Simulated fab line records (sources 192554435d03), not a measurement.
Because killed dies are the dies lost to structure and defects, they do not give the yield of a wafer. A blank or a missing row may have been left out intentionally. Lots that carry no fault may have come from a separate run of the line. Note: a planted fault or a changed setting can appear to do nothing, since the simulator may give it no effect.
fab line records | flow n5-finfet
record lots=9 wafers=27 last-day=19
route steps=1938 shown MOL_CONTACT_COAG@537 BEOL_M4@1111 PASSIVATION@1936
lots that met no fault: from a run of the same line without faults
start-h: hours from the record's first day to the start of the lot's first wafer shown | wait-h: hours from the lot's prior step to this one | " identical to the entry in the row above | L1.1+2: a row that stands for several wafers | - no value, or no start was given | * or withheld: withheld | < > ~ a bound
route shown NAME@n: NAME is a module with steps in the file, n the number in the route of the first one | usual: average and standard deviation across the fault-free wafers | same: alike in all rows | chamber/n: place in a boat | sites: readings site by site | _std_site: their standard deviation | _edge_site: outer sites' mean less inner sites' | radius-mm: for every site, how far away it sits from the centre of the wafer | mask NAME#n: copy n | behind: tool/chamber where the wafer was last shaped | hold: why the lot was held/for how many hours/how that ended | device: names the non-switching transistor (n, p or np) | end of line: tests run on the same wafers once the route is complete | a step given without rows: its recipe and nothing more | killed: the dies lost at the first sort to structure and to defects; this is not the yield of the wafer | map: the dies of a wafer, with x for killed, . for not killed, _ for no die there
set.NAME: the setting the step ran with; set.NAME@STEP: the setting that earlier step ran with | model.NAME: the simulator's own value behind a step, which no gauge read
steps of the route over a sample of lots; a table a step, a row a wafer
services: a tool's chamber out of use, with start hour (start-h, from the record's first day; less than 0 if before it), hours out, and reason
## steps
# step N5_MOL_CONTACT_COAG_ETCH_15
# recipe chemistry=CH3F/O2 target=SiNx target-depth-a=70 mask-material=SOC stop-on=Si:P over-etch-frac=0.75 ion-energy-ev=120 pressure-mtorr=30 source-w=395 bias-w=73 Ar_flow_sccm=150 CH3F_flow_sccm=30 O2_flow_sccm=20
# usual drypump-motor-current-A=5.5/0.32 oes-product-au=0.57/0.051 rf-vpp-V=298/5.8 showerhead-plenum-p-Torr=2.01/0.057 throttle-valve-pct=16.49/0.19
# columns lot.wafer tool chamber start-h wait-h drypump-motor-current-A oes-product-au rf-hours-counter-h rf-vpp-V showerhead-plenum-p-Torr throttle-valve-pct
L910.1 rie-diel-02 2 99.66 0.0 5.3 0.54 178 306 1.91 16.77
L910.4 " 0 " " 6.1 0.58 126 292 1.94 16.26
L910.6 " 2 " " 5.3 0.54 - 305 1.91 16.77
L913.2 rie-diel-06 3 124.54 0.0 5.9 0.57 145 288 1.93 16.44
L913.3 " 1 " " 5.2 0.51 243 303 1.99 16.63
L913.5 " 0 " " 5.2 0.54 - 293 2.07 16.69
L915.1 rie-diel-01 2 130.78 0.0 5.7 0.60 82 293 2.02 16.38
L915.2 " 0 " " 5.8 0.62 56 298 2.04 16.39
L915.6 " 1 " " 5.7 0.69 - 305 2.04 16.19
L918.2 rie-diel-06 3 150.33 0.0 5.9 0.56 154 289 1.93 16.46
L918.5 " 3 " " 5.9 0.56 - 287 1.93 16.45
L918.6 " 2 " " 5.1 0.52 - 298 2.09 16.54
L920.1 rie-diel-01 1 167.87 0.0 5.7 0.67 25 302 2.04 16.23
L920.3 " 3 " " 5.7 0.54 184 299 1.99 16.58
L920.5 " 0 " " 5.7 0.61 - 300 2.03 16.43
L921.2 rie-diel-06 1 170.56 0.0 5.2 0.72 4 302 1.98 16.21
L921.3 " 0 " " 5.2 0.53 199 293 2.07 16.70
L921.6 " 1 " " 5.2 0.72 - 301 1.98 16.21
L923.1 rie-diel-02 1 182.27 0.0 5.2 0.56 146 291 2.00 16.33
L923.4 " 2 " " 5.3 0.52 204 305 1.90 16.82
L923.6 " 2 " " 5.3 0.52 - 305 1.90 16.83
L930.1 rie-diel-02 3 221.01 0.0 5.1 0.54 197 306 2.07 16.78
L930.2 " 1 " " 5.2 0.55 159 292 2.00 16.35
L930.5 " 3 " " 5.1 0.53 - 308 2.07 16.80
L931.3 rie-diel-01 2 231.10 0.0 5.7 0.57 116 293 2.01 16.46
L931.4 " 1 " " 5.8 0.64 46 304 2.03 16.26
L931.5 " 2 " " 5.7 0.57 - 294 2.01 16.44
# step N5_MOL_CONTACT_COAG_ALD_20
# recipe material=TiN target-thk-a=15 temp-c=400 ald-precursor-family=TiCl4 ald-co-reactant=NH3 pulse-time-s=1 purge-time-s=3 co-reactant-purge-time-s=2 co-reactant-pulse-time-s=2 ald-cycles=68 pressure-torr=3
# usual heater-power-w=860/86 precursor-pulse-height-rel=1.001/0.02
# same co-reactant-pulse-time-s=2
# columns lot.wafer tool chamber start-h wait-h heater-power-w precursor-pulse-height-rel
L910.1 ald-metal-04 2 100.94 0.1 1126 1.057
L910.4 " 0 " " 1002 0.996
L910.6 " 1 " " 912 1.043
L913.2 ald-metal-04 2 125.38 0.1 1123 0.998
L913.3 " 3 " " 851 1.007
L913.5 " 0 " " 990 1.033
L915.1 ald-metal-02 3 131.84 0.1 842 1.014
L915.2 " 0 " " 833 0.983
L915.6 " 1 " " 767 1.014
L918.2 ald-metal-04 1 152.79 0.1 929 0.991
L918.5 " 2 " " 1120 0.981
L918.6 " 3 " " 871 1.001
L920.1 ald-metal-04 0 168.73 0.1 1009 0.998
L920.3 " 3 " " 852 0.997
L920.5 " 3 " " 868 0.998
L921.2 ald-metal-02 2 171.49 0.1 815 1.009
L921.3 " 1 " " 771 1.031
L921.6 " 1 " " 776 1.033
L923.1 ald-metal-02 2 183.80 0.1 832 0.971
L923.4 " 1 " " 781 0.978
L923.6 " 0 " " 845 0.992
L930.1 ald-metal-04 1 221.85 0.1 926 1.000
L930.2 " 2 " " 1101 0.975
L930.5 " 2 " " 1096 1.017
L931.3 ald-metal-02 3 232.68 0.1 841 1.014
L931.4 " 2 " " 796 0.984
L931.5 " 3 " " 843 0.979
# step N5_MOL_CONTACT_COAG_CO_FILL_22
# recipe material=Co target-thk-a=200 temp-c=200 precursor=CCTBA/H2 pressure-torr=30
# usual heater-power-w=234/32
# columns lot.wafer tool chamber start-h wait-h heater-power-w
L910.1 cvd-co-01 2 104.36 0.1 267
L910.4 " 2 " " 266
L910.6 " 1 " " 263
L913.2 cvd-co-02 2 128.10 0.1 190
L913.3 " 2 " " 194
L913.5 " 0 " " 253
L915.1 cvd-co-02 2 133.21 0.1 194
L915.2 " 0 " " 264
L915.6 " 0 " " 263
L918.2 cvd-co-02 2 154.59 0.1 192
L918.5 " 2 " " 189
L918.6 " 1 " " 223
L920.1 cvd-co-02 2 171.32 0.1 190
L920.3 " 1 " " 218
L920.5 " 0 " " 260
L921.2 cvd-co-02 1 172.28 0.1 222
L921.3 " 2 " " 194
L921.6 " 1 " " 219
L923.1 cvd-co-01 0 185.09 0.1 198
L923.4 " 2 " " 273
L923.6 " 0 " " 197
L930.1 cvd-co-02 0 223.43 0.1 259
L930.2 " 1 " " 215
L930.5 " 0 " " 262
L931.3 cvd-co-01 0 234.81 0.1 197
L931.4 " 0 " " 199
L931.5 " 1 " " 265
# step N5_MOL_CONTACT_COAG_PECVD_31
# recipe material=SiO2 target-thk-a=460 temp-c=400 precursor=TEOS/O2 pressure-torr=6.5 rf-w=withheld teos-flow-sccm=withheld gas=O2 flow-sccm=2650 time-s=8.9
# usual chamber-pressure-Torr=6.498/0.013
# columns lot.wafer tool chamber start-h wait-h chamber-pressure-Torr since-wet-clean-h
L910.1 pecvd-04 1 112.50 0.3 6.499 1723
L910.4 " 0 " " 6.502 -
L910.6 " 1 " " 6.491 -
L913.2 pecvd-02 1 133.44 0.3 6.493 1925
L913.3 " 0 " " 6.483 381
L913.5 " 0 " " 6.480 -
L915.1 pecvd-04 2 139.55 0.3 6.497 258
L915.2 " 1 " " 6.517 1750
L915.6 " 2 " " 6.496 -
L918.2 pecvd-04 0 163.52 0.3 6.501 433
L918.5 " 1 " " 6.516 -
L918.6 " 0 " " 6.496 -
L920.1 pecvd-04 2 176.83 0.3 - -
L920.3 " 0 " " - -
L920.5 " 1 " " - -
L921.2 pecvd-04 1 177.45 0.3 - -
L921.3 " 0 " " - -
L921.6 " 1 " " - -
L923.1 pecvd-03 2 193.21 0.3 6.519 143
L923.4 " 2 " " 6.487 -
L923.6 " 0 " " 6.509 -
L930.1 pecvd-03 1 230.10 0.3 6.515 1659
L930.2 " 2 " " 6.493 180
L930.5 " 0 " " 6.495 -
L931.3 pecvd-03 2 241.83 0.3 6.499 192
L931.4 " 1 " " 6.520 -
L931.5 " 2 " " 6.510 -
# step N5_MOL_CONTACT_COAG_CD_MEAS_137
# recipe target-cd-nm=16
# usual cd-nm=16.1/0.31
# columns lot.wafer tool chamber start-h wait-h cd-nm
L910.1 cd-sem-01 - 113.90 0.0 16.7
L910.4 " - " " 16.2
L910.6 " - " " 16.5
L913.2 cd-sem-01 - 134.71 0.0 16.0
L913.3 " - " " 15.9
L913.5 " - " " 16.1
L915.1 cd-sem-01 - 140.94 0.0 15.7
L915.2 " - " " 16.1
L915.6 " - " " 15.8
L918.2 cd-sem-01 - 165.00 0.0 16.3
L918.5 " - " " 15.6
L918.6 " - " " 16.0
L920.1 cd-sem-03 - 178.75 0.0 -
L920.3 " - " " -
L920.5 " - " " -
L921.2 cd-sem-01 - 178.96 0.0 -
L921.3 " - " " -
L921.6 " - " " -
L923.1 cd-sem-02 - 195.00 0.0 16.0
L923.4 " - " " 16.4
L923.6 " - " " 16.2
L930.1 cd-sem-01 - 231.37 0.0 15.6
L930.2 " - " " 15.8
L930.5 " - " " 16.3
L931.3 cd-sem-03 - 243.59 0.0 16.3
L931.4 " - " " 15.9
L931.5 " - " " 16.0
# step N5_MOL_CONTACT_COAG_INSPECT_42
# recipe mode=adi inspect-instrument=brightfield
# usual raw-defect-count=193/48
# columns lot.wafer tool chamber start-h wait-h raw-defect-count
L910.1 defect-inspect-02 - 114.43 0.1 180
L910.4 " - " " 280
L910.6 " - " " 178
L913.2 defect-inspect-02 - 135.11 0.0 234
L913.3 " - " " 193
L913.5 " - " " 183
L915.1 defect-inspect-01 - 141.35 0.1 147
L915.2 " - " " 131
L915.6 " - " " 157
L918.2 defect-inspect-01 - 165.41 0.0 131
L918.5 " - " " 236
L918.6 " - " " 139
L920.1 defect-inspect-01 - 179.15 0.1 1918
L920.3 " - " " 1875
L920.5 " - " " 1993
L921.2 defect-inspect-02 - 179.49 0.0 1924
L921.3 " - " " 2003
L921.6 " - " " 2100
L923.1 defect-inspect-01 - 195.53 0.1 178
L923.4 " - " " 217
L923.6 " - " " 146
L930.1 defect-inspect-01 - 231.78 0.1 167
L930.2 " - " " 196
L930.5 " - " " 142
L931.3 defect-inspect-01 - 244.12 0.0 165
L931.4 " - " " 265
L931.5 " - " " 254
# step N5_BEOL_M4_RC_MEAS_101
# usual DIBL_N=36.5/1.9 DIBL_P=36.7/2.1 IOFF_N=0.17/0.035 IOFF_P=0.22/0.042 ION_N=676/10 ION_P=462/8.1 SS_N=71.5/0.72 SS_P=73.4/0.7 VT_N=249/3.1 VT_P=-250/3.9
# columns lot.wafer tool chamber start-h wait-h DIBL_N[mV/V] DIBL_P[mV/V] IOFF_N[nA/um] IOFF_P[nA/um] ION_N[uA/um] ION_P[uA/um] SS_N[mV/dec] SS_P[mV/dec] VT_N[mV] VT_P[mV]
L910.1 prober-01 0 181.00 0.0 35.3 36.5 0.14 0.18 674 456 71.3 74.1 251 -257
L910.4 " 0 " " 35.1 36.3 0.14 0.17 673 456 72.2 72.9 249 -256
L910.6 " 0 " " 35.1 36.6 0.15 0.18 679 458 71.7 73.7 249 -257
L913.2 prober-02 0 219.95 0.2 37.9 37.8 0.16 0.27 674 467 72.4 73.1 247 -245
L913.3 " 0 " " 39.7 40.0 0.20 0.30 681 472 72.3 74.3 249 -244
L913.5 " 0 " " 38.8 38.7 0.17 0.26 670 460 71.8 73.7 249 -246
L915.1 prober-02 0 227.58 0.0 38.5 39.7 0.21 0.28 699 476 71.8 74.3 246 -244
L915.2 " 0 " " 36.0 35.4 0.16 0.20 676 465 70.9 72.7 249 -248
L915.6 " 0 " " 36.5 36.6 0.16 0.22 683 466 71.2 73.5 249 -249
L918.2 prober-02 0 252.65 0.2 38.4 38.8 0.21 0.24 694 467 71.6 74.4 242 -249
L918.5 " 0 " " 37.8 37.0 0.19 0.21 676 456 72.2 74.3 245 -253
L918.6 " 0 " " 36.4 36.2 0.17 0.20 681 457 70.9 73.6 245 -250
L923.1 prober-01 0 263.92 0.0 34.3 33.9 0.13 0.16 660 451 70.9 72.6 253 -254
L923.4 " 0 " " 35.2 35.4 0.15 0.18 676 456 70.2 73.0 250 -254
L923.6 " 0 " " 35.1 36.1 0.15 0.18 672 458 71.1 73.4 251 -254
L930.1 prober-02 0 324.73 0.0 36.1 34.6 0.13 0.18 657 454 71.0 72.7 252 -253
L930.2 " 0 " " 35.7 35.6 0.14 0.19 662 455 71.3 73.0 252 -253
L930.5 " 0 " " 38.8 38.9 0.19 0.25 676 463 71.8 73.1 246 -247
L931.3 prober-01 0 348.43 0.3 35.8 36.4 0.18 0.24 683 470 71.4 73.4 247 -247
L931.4 " 0 " " 37.7 38.7 0.19 0.26 674 460 72.8 73.5 246 -248
L931.5 " 0 " " 35.5 36.3 0.16 0.23 682 472 71.3 73.2 249 -247
# step N5_PASSIVATION_PROBE_49
# usual killed_at_M0_to_M3=35/12 killed_at_M4_up=13/5.8 killed-at-contacts=12/5.5 killed-at-front-end=36/9.9 killed-at-other=4/3.7 killed-dies=101/18 killed-on-rim=13/4.1 killed-open=66/13 killed-short=33/8
# same gross-dies=1180 killed-at-back-side=0
# columns lot.wafer tool chamber start-h wait-h killed_at_M0_to_M3 killed_at_M4_up killed-at-contacts killed-at-front-end killed-at-other killed-dies killed-on-rim killed-open killed-short
L910.1 prober-01 - 290.74 0.0 36 7 11 56 6 116 13 76 40
L910.4 prober-01 - 290.89 0.2 38 20 12 48 7 125 22 85 40
L910.6 prober-01 - 290.99 0.3 23 10 19 42 8 102 13 61 35
L920.1 prober-01 - 368.84 0.0 6 0 1170 4 0 1180 152 5 6
L920.3 prober-01 - 368.94 0.1 1 6 1163 8 2 1180 152 10 8
L920.5 prober-01 - 369.04 0.2 10 1 1162 6 1 1180 152 14 5
L918.2 prober-01 - 370.20 0.1 79 20 17 28 7 151 19 101 47
L918.5 prober-01 - 370.35 0.2 71 17 13 34 2 137 23 78 57
L918.6 prober-01 - 370.40 0.3 34 14 20 47 2 117 15 83 34
L923.1 prober-02 - 371.57 0.0 49 9 1 22 6 87 16 60 25
L923.4 prober-02 - 371.72 0.2 62 18 10 17 4 111 15 75 32
L923.6 prober-02 - 371.82 0.3 49 7 9 22 6 93 12 64 29
L921.2 prober-02 - 372.15 0.1 5 2 1164 9 0 1180 152 14 4
L921.3 prober-02 - 372.20 0.1 8 0 1161 7 4 1180 152 11 9
L921.6 prober-02 - 372.35 0.3 3 5 1167 5 0 1180 152 12 3
# killed by level:class
L910.1 STI_FIN_REVEAL:geometric-particle:open=10 BEOL_M0_SAQP:geometric-particle:open=10 FIN_SAQP:geometric-particle:open=9 BEOL_M0_SAQP:geometric-particle:short=9 FIN_SAQP:geometric-particle:short=7 DUMMY_GATE:geometric-particle:open=7 MOL_CONTACT_COAG:geometric-particle:open=7 BEOL_M2:geometric-particle:open=6
L910.4 FIN_SAQP:geometric-particle:open=18 MOL_CONTACT_COAG:geometric-particle:open=9 BEOL_M0_SAQP:geometric-particle:short=9 BEOL_M2:geometric-particle:open=9 BEOL_M4:geometric-particle:open=8 BEOL_M1:geometric-particle:open=7 STARTING-WAFER:geometric-particle:short=7 FIN_SAQP:geometric-particle:short=6
L910.6 MOL_CONTACT_COAG:geometric-particle:open=14 FIN_SAQP:geometric-particle:short=11 DUMMY_GATE:geometric-particle:open=7 FIN_SAQP:geometric-particle:open=6 BEOL_M4:geometric-particle:open=6 HKMG_FIN:area-etch=6 MOL_CONTACT_COAG:geometric-particle:short=5 BEOL_M0_SAQP:geometric-particle:short=5
L920.1 MOL_CONTACT_COAG:lost-pattern=1164 MOL_CONTACT_COAG:area-pecvd=5 GATE_CUT:geometric-particle:short=2 BEOL_M1:geometric-particle:open=2 FIN_SAQP:geometric-particle:short=1 SPACER0:geometric-particle:open=1 MOL_CONTACT_COAG:geometric-particle:open=1 BEOL_M0_SAQP:geometric-particle:short=1
L920.3 MOL_CONTACT_COAG:lost-pattern=1152 MOL_CONTACT_COAG:area-pecvd=10 SPACER0:geometric-particle:short=2 BEOL_M8:geometric-particle:open=2 STARTING-WAFER:geometric-particle:short=2 STI_FIN_REVEAL:geometric-particle:open=1 SPACER0:geometric-particle:open=1 GATE_CUT:geometric-particle:open=1
L920.5 MOL_CONTACT_COAG:lost-pattern=1159 BEOL_M0_SAQP:geometric-particle:open=4 BEOL_M2:geometric-particle:open=3 BEOL_M0_SAQP:geometric-particle:short=2 MOL_CONTACT_COAG:area-pecvd=2 FIN_SAQP:geometric-particle:open=1 FIN_CUT:geometric-particle:open=1 STI_FIN_REVEAL:geometric-particle:short=1
L918.2 BEOL_M0_SAQP:geometric-particle:open=20 BEOL_M0_SAQP:geometric-particle:short=19 MOL_CONTACT_COAG:geometric-particle:open=12 BEOL_M3:geometric-particle:open=12 STI_FIN_REVEAL:geometric-particle:open=10 BEOL_M1:geometric-particle:open=9 BEOL_M4:geometric-particle:open=8 MOL_CONTACT_COAG:geometric-particle:short=5
L918.5 BEOL_M0_SAQP:geometric-particle:short=26 BEOL_M0_SAQP:geometric-particle:open=16 MOL_CONTACT_COAG:geometric-particle:open=12 FIN_SAQP:geometric-particle:short=9 BEOL_M4:geometric-particle:open=9 BEOL_M1:geometric-particle:open=7 FIN_SAQP:geometric-particle:open=6 BEOL_M1:geometric-particle:short=6
L918.6 MOL_CONTACT_COAG:geometric-particle:open=19 STI_FIN_REVEAL:geometric-particle:open=13 BEOL_M0_SAQP:geometric-particle:short=10 DUMMY_GATE:geometric-particle:open=8 GATE_CUT:geometric-particle:short=6 BEOL_M0_SAQP:geometric-particle:open=6 FIN_SAQP:geometric-particle:open=5 BEOL_M1:geometric-particle:open=5
L923.1 BEOL_M0_SAQP:geometric-particle:open=13 BEOL_M1:geometric-particle:open=9 BEOL_M3:geometric-particle:open=8 DUMMY_GATE:geometric-particle:open=6 BEOL_M0_SAQP:geometric-particle:short=6 BEOL_M2:geometric-particle:short=4 BEOL_M2:geometric-particle:open=4 FIN_SAQP:geometric-particle:short=3
L923.4 BEOL_M0_SAQP:geometric-particle:short=15 BEOL_M0_SAQP:geometric-particle:open=13 BEOL_M0:geometric-particle:open=9 BEOL_M3:geometric-particle:open=8 BEOL_M4:geometric-particle:open=8 MOL_CONTACT_COAG:geometric-particle:open=7 BEOL_M2:geometric-particle:open=7 DUMMY_GATE:geometric-particle:open=3
L923.6 BEOL_M0_SAQP:geometric-particle:open=10 BEOL_M0_SAQP:geometric-particle:short=9 BEOL_M1:geometric-particle:open=9 BEOL_M2:geometric-particle:open=8 FIN_SAQP:geometric-particle:open=7 MOL_CONTACT_COAG:geometric-particle:open=7 BEOL_M1:geometric-particle:short=6 BEOL_M3:geometric-particle:open=6
L921.2 MOL_CONTACT_COAG:lost-pattern=1157 MOL_CONTACT_COAG:area-pecvd=5 DUMMY_GATE:geometric-particle:open=2 GATE_CUT:geometric-particle:open=2 MOL_CONTACT_COAG:geometric-particle:open=2 BEOL_M2:geometric-particle:open=2 FIN_SAQP:geometric-particle:open=1 STI_FIN_REVEAL:geometric-particle:open=1
L921.3 MOL_CONTACT_COAG:lost-pattern=1154 MOL_CONTACT_COAG:area-pecvd=6 BEOL_M0_SAQP:geometric-particle:short=4 DUMMY_GATE:geometric-particle:open=2 BEOL_M0_SAQP:geometric-particle:open=2 FIN_SAQP:geometric-particle:open=1 MIM_TOP:geometric-particle:open=1 FIN_SAQP:geometric-particle:short=1
L921.6 MOL_CONTACT_COAG:lost-pattern=1158 MOL_CONTACT_COAG:area-pecvd=7 BEOL_M4:geometric-particle:open=3 MOL_CONTACT_COAG:geometric-particle:open=2 BEOL_M8:geometric-particle:open=1 STI_FIN_REVEAL:geometric-particle:open=1 DUMMY_GATE:geometric-particle:open=1 BEOL_M2:geometric-particle:open=1
## services
# columns tool chamber start-h hours kind
rie-diel-01 2 84.59 4.7 repair
pecvd-03 - 84.72 2.8 pm
rie-diel-02 0 92.12 4.1 repair
rie-diel-06 3 93.50 2.2 repair
cvd-co-02 1 114.67 - clean
cvd-co-02 1 114.67 22.0 scheduled-down
cvd-co-02 1 114.67 22.0 vent-cycle
pecvd-03 1 121.21 3.7 repair
pecvd-04 - 128.28 5.5 pm
rie-diel-06 1 144.17 - clean
rie-diel-06 1 144.17 - consumable-replace:focus-ring
rie-diel-06 1 144.17 14.5 scheduled-down
rie-diel-06 1 144.17 14.5 vent-cycle
pecvd-02 2 162.58 6.2 repair
cvd-co-01 - 167.86 6.9 pm
rie-diel-02 2 173.19 5.9 repair
rie-diel-06 1 176.21 35.1 repair
rie-diel-02 - 182.74 0.5 repair
ald-metal-04 - 185.82 0.5 repair
rie-diel-02 2 192.53 6.0 repair
pecvd-03 - 199.47 0.3 repair
cvd-co-02 - 210.13 0.5 repair
ald-metal-02 2 210.49 16.6 repair
rie-diel-06 2 229.79 1.7 repair
## key
first-sign step=N5_MOL_CONTACT_COAG_PECVD_31 reading=tool-record direction=missing
effect step=N5_MOL_CONTACT_COAG_CD_MEAS_137 reading=cd-nm direction=missing
effect step=N5_MOL_CONTACT_COAG_INSPECT_42 reading=raw-defect-count direction=up sigmas=37 usual=193 struck=1969
effect step=N5_PASSIVATION_PROBE_49 reading=killed-at-contacts direction=up sigmas=99+ usual=12 struck=1164
met-at N5_MOL_CONTACT_COAG_PECVD_31
struck-lots L920,L921
later-rows-left-out L920.1,L920.3,L920.5,L921.2,L921.3,L921.6
tester-left-out L920,L921
not-acting-at N5_MOL_CONTACT_COAG_ETCH_15,N5_MOL_CONTACT_COAG_ALD_20,N5_MOL_CONTACT_COAG_CO_FILL_22
onset-between 163.52 176.83
fault kind=skipped-step-whole tool=pecvd-04 chamber=- onset-h=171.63 steps=N5_MOL_CONTACT_COAG_PECVD_31 scope=struck-lots-only
# tester-left-out: of these lots the tester's yield and bins aren't shown, on N5 and GAA mostly nor the transistor test; their killed dies are dies lost to structure and defects alone, not to doping, threshold or leakage, so they don't give the yield
# later-rows-left-out: the simulator's readings of these wafers behind a module that went badly wrong aren't trusted and aren't shown, but for the sort
